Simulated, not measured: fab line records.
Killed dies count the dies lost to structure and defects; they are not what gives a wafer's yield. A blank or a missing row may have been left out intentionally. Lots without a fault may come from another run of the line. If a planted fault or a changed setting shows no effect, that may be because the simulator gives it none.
Which tool was responsible? + flow n5-finfet + at 1 step of a route of 1938, 11 lots with 33 wafers sampled

== WHAT THE GAUGES READ, wafer by wafer ==
N5_BEOL_M7_CD_MEAS_28: target cd 40 nm.
| lot  | measured     | on        | cd-nm (nm)        |
|------|--------------|-----------|-------------------|
| L922 | day 10 22:40 | cd-sem-02 | 40.26 40.08 40.25 |
| L924 | day 11 02:02 | cd-sem-01 | 39.88 40.06 39.36 |
| L923 | day 11 02:04 | cd-sem-03 | 40.00 39.91 39.68 |
| L929 | day 12 13:44 | cd-sem-03 | 40.16 40.08 40.00 |
| L933 | day 12 19:31 | cd-sem-03 | 39.87 39.98 39.32 |
| L930 | day 12 23:29 | cd-sem-01 | 40.05 40.25 40.38 |
| L934 | day 13 21:35 | cd-sem-02 | 39.93 40.40 39.84 |
| L937 | day 14 04:42 | cd-sem-03 | 39.88 39.93 39.82 |
| L936 | day 14 06:39 | cd-sem-02 | 39.85 40.49 40.08 |
| L940 | day 15 03:23 | cd-sem-01 | 39.84 40.10 39.89 |
| L942 | day 16 01:13 | cd-sem-01 | 39.87 40.12 40.05 |

== WHICH TOOL RAN EACH LOT (tool, then ch and the chambers of the sampled wafers, then the start) ==
The record shows no process step preceding these readings.

== THE ANSWER, worked out from the rows above alone ==
Rule: what is usual is taken from the lots themselves. Put in order of their means at a reading, lots are off if they are a third of the lots or fewer, leave a main group of 4 or more, and stand apart from it by a gap of 3 or more times the standard deviation of the main group's means; of several such gaps the widest counts. The tables above print the reading to a certain number of digits; a main group whose means all agree to those digits is not used. A lot without any number at a reading at which 4 lots or more have one is off too. The other lots that the step has rows for count as sound.
Across all readings shown, no lot is off: no conclusion can be drawn from this.

== WHAT HAD BEEN PUT IN BY THE SIMULATOR ==
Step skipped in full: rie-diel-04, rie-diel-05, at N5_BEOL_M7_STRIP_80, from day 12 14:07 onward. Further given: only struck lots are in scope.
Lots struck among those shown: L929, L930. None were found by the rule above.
